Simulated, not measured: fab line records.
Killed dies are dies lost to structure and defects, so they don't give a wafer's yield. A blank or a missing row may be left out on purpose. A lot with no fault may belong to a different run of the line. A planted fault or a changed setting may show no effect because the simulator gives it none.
Chamber matching / flow n5 finfet / ald metal-04 running N5_BEOL_M3_ALD_84: 4 sister chambers
The step deposits TaN, pulse time 2 s, purge time 3 s, co reactant purge time 2 s. 4 wafers are shown with their chamber, then 7 later ones without.

== WAFERS, EACH WITH ITS CHAMBER ==
wafer=L078.5; chamber=3; heater power w (W)=390
wafer=L087.4; chamber=0; heater power w (W)=411
wafer=L089.2; chamber=1; heater power w (W)=417
wafer=L089.4; chamber=2; heater power w (W)=458

== WAFERS MISSING THEIR CHAMBER ==
wafer=L089.6; heater power w (W)=389
wafer=L090.1; heater power w (W)=458
wafer=L090.5; heater power w (W)=421
wafer=L090.6; heater power w (W)=462
wafer=L092.2; heater power w (W)=472
wafer=L092.5; heater power w (W)=408
wafer=L092.6; heater power w (W)=466

== THE CHAMBER EACH PASSED THROUGH ==
wafer=L089.6; from the rows above=3; in truth=3
wafer=L090.1; from the rows above=2; in truth=2
wafer=L090.5; from the rows above=can't be placed: 1 or 0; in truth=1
wafer=L090.6; from the rows above=2; in truth=2
wafer=L092.2; from the rows above=2; in truth=2
wafer=L092.5; from the rows above=can't be placed: 0 or 1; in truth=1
wafer=L092.6; from the rows above=2; in truth=2
Placed correctly: 5 of 7. Cannot be placed on the basis of these rows: 2; the candidates contain the true chamber in 2. Wrongly placed: 0.
How it was worked out, from the rows above alone: a wafer's distance from a chamber is the root of the sum, over the readings, of the square of ((its reading less the chamber's mean) divided by the reading's scatter). The wafer belongs to the nearest chamber; if the next one is less than 2 further off, it can't be placed. A chamber's mean is the mean of its shown wafers. The scatter: with one shown wafer a chamber, the root of the mean of the squares of how far each hidden wafer lies from its nearest shown one.
